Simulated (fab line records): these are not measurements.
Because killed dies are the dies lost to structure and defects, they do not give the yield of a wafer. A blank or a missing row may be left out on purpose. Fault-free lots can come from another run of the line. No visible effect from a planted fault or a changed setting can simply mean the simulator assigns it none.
Comparing a struck lot with a sound one | flow nand harc | 14 steps out of a route of 1159
Sound: wafers L592.2, L592.5, L592.6. Struck: wafer L602.4. (L602.2, L602.5 of the same lot were not struck and are left out.) The cause comes at the end.
For every step that has rows: the tool of each side, followed by ch and its chambers, followed by its first start. Under that, the readings that differ: sound wafers | struck wafers | difference of the means | sigmas: that difference in standard deviations of wafers without a fault.
alike: readings with means less than 2 such deviations apart, plus words and numbers identical on both sides. not compared: withheld readings, readings lacking a value on some wafer, bounds such as >300 that could conceal the same value, and numbers that have no deviation in the record and whose values overlap.
Wherever a step has rows on one side only, a row that says differs or no value, or a row with sigmas, the two part there. Non-overlapping numbers with no deviation appear without sigmas and do not part them. Lack of a reading on every wafer of one side parts them only where that side has two or more wafers.

first, 1 step without rows for these wafers: NHARC_A_STAIRCASE_ETCH_13 (etches the open film in C4F8/O2, target depth 100 nm, time 40.5 s).
NHARC_A_STAIRCASE_TRIM_14: chemistry O2, time 211.2 s.
  sound: rie diel-07 ch 0,3; struck: rie diel-06 ch 0
  reading                         | sound          | struck | difference | sigmas
  showerhead plenum p Torr (Torr) | 3.69 3.69 3.69 | 3.36   | -0.33      | -2
  alike: drypump motor current A, oes product au, rf vpp V, throttle valve pct
  not compared: rf hours counter h
NHARC_A_STAIRCASE_ETCH_15: etches the open film in C4F8/O2, target depth 100 nm, time 40.5 s.
  sound: rie diel-07 ch 0,2,3; struck: rie diel-06 ch 2
  alike: oes product au, rf vpp V
  not compared: rf hours counter h
NHARC_A_STAIRCASE_TRIM_16: chemistry O2, time 211.2 s.
  sound: rie diel-07 ch 1,2,3; struck: rie diel-06 ch 1
  alike: drypump motor current A, oes product au, rf vpp V, showerhead plenum p Torr, throttle valve pct
  not compared: rf hours counter h
then, 1 step without rows for these wafers: NHARC_A_STAIRCASE_ETCH_17 (etches the open film in C4F8/O2, target depth 100 nm, time 40.5 s).
NHARC_A_STAIRCASE_TRIM_18: chemistry O2, time 211.2 s.
  sound: rie diel-07 ch 0,2,3; struck: rie diel-06 ch 1
  alike: drypump motor current A, oes product au, rf vpp V, showerhead plenum p Torr, throttle valve pct
  not compared: rf hours counter h
then, 4 steps without rows for these wafers: NHARC_A_STAIRCASE_ETCH_19 (etches the open film in C4F8/O2, target depth 100 nm, time 40.5 s); NHARC_A_STAIRCASE_TRIM_20 (chemistry O2, time 211.2 s); NHARC_A_STAIRCASE_ETCH_21 (etches the open film in C4F8/O2, target depth 100 nm, time 40.5 s); NHARC_A_STAIRCASE_TRIM_22 (chemistry O2, time 211.2 s).
NHARC_A_STAIRCASE_ETCH_23: etches the open film in C4F8/O2, target depth 100 nm, time 40.5 s.
  sound: rie diel-06 ch 0,1; struck: rie diel-06 ch 0
  alike: oes product au, rf vpp V
  not compared: rf hours counter h
NHARC_A_STAIRCASE_TRIM_24: chemistry O2, time 211.2 s.
  sound on rie diel-06 ch 2,3, day 11 11:27; struck on rie diel-06 ch 2, day 14 14:12
  reading               | sound             | struck | difference | sigmas
  oes product au (a.u.) | 0.989 0.981 1.000 | 1.196  | +0.206     | +19
  alike: drypump motor current A, rf vpp V, showerhead plenum p Torr, throttle valve pct
  not compared: rf hours counter h
then, 1 step without rows for these wafers: NHARC_A_STAIRCASE_ETCH_25 (etches the open film in C4F8/O2, target depth 100 nm, time 40.5 s).
-- jump in the record: it breaks off in module A_STAIRCASE and resumes in module END (first step shown: number 1159 of the route), and 8 days separate the struck wafers' starts before and after --
NHARC_END_SORT_01:
  only the struck wafers appear in the record here, on prober-01 ch 0 at day 22 20:20; the sound ones have no rows

== WHERE THEY PART ==
Last at NHARC_END_SORT_01 as far as this record goes, first at NHARC_A_STAIRCASE_TRIM_14.

WHY: whatever the simulator had introduced
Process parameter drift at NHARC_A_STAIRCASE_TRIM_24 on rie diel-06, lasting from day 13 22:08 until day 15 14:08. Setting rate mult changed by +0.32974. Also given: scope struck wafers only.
